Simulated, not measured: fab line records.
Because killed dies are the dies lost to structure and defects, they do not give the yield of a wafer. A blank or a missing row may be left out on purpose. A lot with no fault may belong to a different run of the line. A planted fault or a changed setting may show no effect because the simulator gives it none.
Split-lot trial || flow n5Finfet || 21 wafers read from 7 lots, route of 1938 steps

== ABOUT THE SPLIT ==
At N5_MOL_CONTACT_COAG_SPUTTER_130 (material Co, target thk 47.5 nm), the setting powerW was moved away from the recipe's 3000 W on 7 of the 21 wafers read, by -11.8% to +13.6%. The other wafers ran this setting at the recipe's value.

Reading taken at the split's own step.

== THE READING ==
Co_of_MOL_CONTACT_COAG_SPUTTER_130.thkNm (the simulator's own value, which no gauge read), in nm, at N5_MOL_CONTACT_COAG_SPUTTER_130 (material Co, target thk 47.5 nm). No usual value for it is given in the file. The 14 wafers here that ran the recipe average 47.4 nm, standard deviation 0.41 nm.

{"wafer": "L076.2", "tool, chamber at the split": "pvdSputter-03, -", "powerW as run, W": 2769, "against the recipe": "-7.7%", "Co_of_MOL_CONTACT_COAG_SPUTTER_130.thkNm, nm": 43.2, "against lot-mates on the recipe": -4.0}
{"wafer": "L076.4", "tool, chamber at the split": "pvdSputter-03, -", "powerW as run, W": 2769, "against the recipe": "-7.7%", "Co_of_MOL_CONTACT_COAG_SPUTTER_130.thkNm, nm": 43.8, "against lot-mates on the recipe": -3.4}
{"wafer": "L076.5", "tool, chamber at the split": "pvdSputter-03, -", "powerW as run, W": 3000, "against the recipe": "recipe", "Co_of_MOL_CONTACT_COAG_SPUTTER_130.thkNm, nm": 47.2, "against lot-mates on the recipe": "-"}
{"wafer": "L078.1", "tool, chamber at the split": "pvdSputter-03, -", "powerW as run, W": 3000, "against the recipe": "recipe", "Co_of_MOL_CONTACT_COAG_SPUTTER_130.thkNm, nm": 47.6, "against lot-mates on the recipe": "-"}
{"wafer": "L078.3", "tool, chamber at the split": "pvdSputter-03, -", "powerW as run, W": 3000, "against the recipe": "recipe", "Co_of_MOL_CONTACT_COAG_SPUTTER_130.thkNm, nm": 47.6, "against lot-mates on the recipe": "-"}
{"wafer": "L078.4", "tool, chamber at the split": "pvdSputter-03, -", "powerW as run, W": 3000, "against the recipe": "recipe", "Co_of_MOL_CONTACT_COAG_SPUTTER_130.thkNm, nm": 47.4, "against lot-mates on the recipe": "-"}
{"wafer": "L083.1", "tool, chamber at the split": "pvdSputter-03, -", "powerW as run, W": 3000, "against the recipe": "recipe", "Co_of_MOL_CONTACT_COAG_SPUTTER_130.thkNm, nm": 46.8, "against lot-mates on the recipe": "-"}
{"wafer": "L083.5", "tool, chamber at the split": "pvdSputter-03, -", "powerW as run, W": 3000, "against the recipe": "recipe", "Co_of_MOL_CONTACT_COAG_SPUTTER_130.thkNm, nm": 47.4, "against lot-mates on the recipe": "-"}
{"wafer": "L083.6", "tool, chamber at the split": "pvdSputter-03, -", "powerW as run, W": 3409, "against the recipe": "+13.6%", "Co_of_MOL_CONTACT_COAG_SPUTTER_130.thkNm, nm": 54.4, "against lot-mates on the recipe": "+7.3"}
{"wafer": "L090.4", "tool, chamber at the split": "pvdSputter-02, -", "powerW as run, W": 3000, "against the recipe": "recipe", "Co_of_MOL_CONTACT_COAG_SPUTTER_130.thkNm, nm": 47.2, "against lot-mates on the recipe": "-"}
{"wafer": "L090.5", "tool, chamber at the split": "pvdSputter-02, -", "powerW as run, W": 3000, "against the recipe": "recipe", "Co_of_MOL_CONTACT_COAG_SPUTTER_130.thkNm, nm": 47.2, "against lot-mates on the recipe": "-"}
{"wafer": "L090.6", "tool, chamber at the split": "pvdSputter-02, -", "powerW as run, W": 3000, "against the recipe": "recipe", "Co_of_MOL_CONTACT_COAG_SPUTTER_130.thkNm, nm": 48.2, "against lot-mates on the recipe": "-"}
{"wafer": "L092.1", "tool, chamber at the split": "pvdSputter-03, -", "powerW as run, W": 3000, "against the recipe": "recipe", "Co_of_MOL_CONTACT_COAG_SPUTTER_130.thkNm, nm": 47.2, "against lot-mates on the recipe": "-"}
{"wafer": "L092.3", "tool, chamber at the split": "pvdSputter-03, -", "powerW as run, W": 3366, "against the recipe": "+12.2%", "Co_of_MOL_CONTACT_COAG_SPUTTER_130.thkNm, nm": 52.8, "against lot-mates on the recipe": "+5.9"}
{"wafer": "L092.6", "tool, chamber at the split": "pvdSputter-03, -", "powerW as run, W": 3000, "against the recipe": "recipe", "Co_of_MOL_CONTACT_COAG_SPUTTER_130.thkNm, nm": 46.6, "against lot-mates on the recipe": "-"}
{"wafer": "L093.1", "tool, chamber at the split": "pvdSputter-02, -", "powerW as run, W": 2646, "against the recipe": "-11.8%", "Co_of_MOL_CONTACT_COAG_SPUTTER_130.thkNm, nm": 41.8, "against lot-mates on the recipe": -6.0}
{"wafer": "L093.2", "tool, chamber at the split": "pvdSputter-02, -", "powerW as run, W": 3000, "against the recipe": "recipe", "Co_of_MOL_CONTACT_COAG_SPUTTER_130.thkNm, nm": 48, "against lot-mates on the recipe": "-"}
{"wafer": "L093.3", "tool, chamber at the split": "pvdSputter-02, -", "powerW as run, W": 3000, "against the recipe": "recipe", "Co_of_MOL_CONTACT_COAG_SPUTTER_130.thkNm, nm": 47.6, "against lot-mates on the recipe": "-"}
{"wafer": "L097.3", "tool, chamber at the split": "pvdSputter-03, -", "powerW as run, W": 3324, "against the recipe": "+10.8%", "Co_of_MOL_CONTACT_COAG_SPUTTER_130.thkNm, nm": 52.6, "against lot-mates on the recipe": "+5.0"}
{"wafer": "L097.4", "tool, chamber at the split": "pvdSputter-03, -", "powerW as run, W": 3324, "against the recipe": "+10.8%", "Co_of_MOL_CONTACT_COAG_SPUTTER_130.thkNm, nm": 52.6, "against lot-mates on the recipe": "+5.0"}
{"wafer": "L097.5", "tool, chamber at the split": "pvdSputter-03, -", "powerW as run, W": 3000, "against the recipe": "recipe", "Co_of_MOL_CONTACT_COAG_SPUTTER_130.thkNm, nm": 47.6, "against lot-mates on the recipe": "-"}

THE FIT
A straight line over all 21 wafers: Co_of_MOL_CONTACT_COAG_SPUTTER_130.thkNm changes by +0.485 nm for each +1% of powerW; r = +0.99; the points scatter about the line by 0.4 nm.
The same after taking each lot's own level away (the mean of its wafers on the recipe; 21 wafers): +0.493 nm for each +1%; r = +1.00; scatter 0.32 nm.
The reading moves by 6.7 nm for the largest change in powerW, on that fit.
The span of the lots' own levels, 46.90 to 47.80 nm, comes to 2.2 times the standard deviation stated above.
The two slopes are in agreement: the lot-to-lot level therefore moves the slope only a little.
Check: with one of the wafers moved furthest among these (+13.6%) left out of the fit, the line predicts +6.53 nm for it against its lot-mates. It came out at +7.3 nm against them.

== OTHER SPLITS APPLIED TO THESE WAFERS ==
Other splits were also applied to these wafers ahead of the reading. Each is held against what the fit with the lots' levels taken away leaves over:
{"other split on the same wafers": "N5_DUMMY_GATE_ETCH_31 targetDepthA", "wafers away from the commonest value": 9, "r with Co_of_MOL_CONTACT_COAG_SPUTTER_130.thkNm (lot level and that fit taken away)": -0.20}
{"other split on the same wafers": "N5_ILD0_CMP_03 downForcePsi", "wafers away from the commonest value": 8, "r with Co_of_MOL_CONTACT_COAG_SPUTTER_130.thkNm (lot level and that fit taken away)": "+0.10"}
{"other split on the same wafers": "N5_HKMG_FIN_ETCH_55 timeS", "wafers away from the commonest value": 4, "r with Co_of_MOL_CONTACT_COAG_SPUTTER_130.thkNm (lot level and that fit taken away)": "+0.21"}
{"other split on the same wafers": "N5_GATE_CUT_HM_DEP_46 timeS", "wafers away from the commonest value": 6, "r with Co_of_MOL_CONTACT_COAG_SPUTTER_130.thkNm (lot level and that fit taken away)": "+0.24"}
{"other split on the same wafers": "N5_GATE_CUT_COAT_27 spinRpm", "wafers away from the commonest value": 7, "r with Co_of_MOL_CONTACT_COAG_SPUTTER_130.thkNm (lot level and that fit taken away)": -0.22}

== THE FILE'S OWN FIT ==
Co_of_MOL_CONTACT_COAG_SPUTTER_130.thkNm changes by +0.5 nm for each +1% of powerW, r = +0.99.
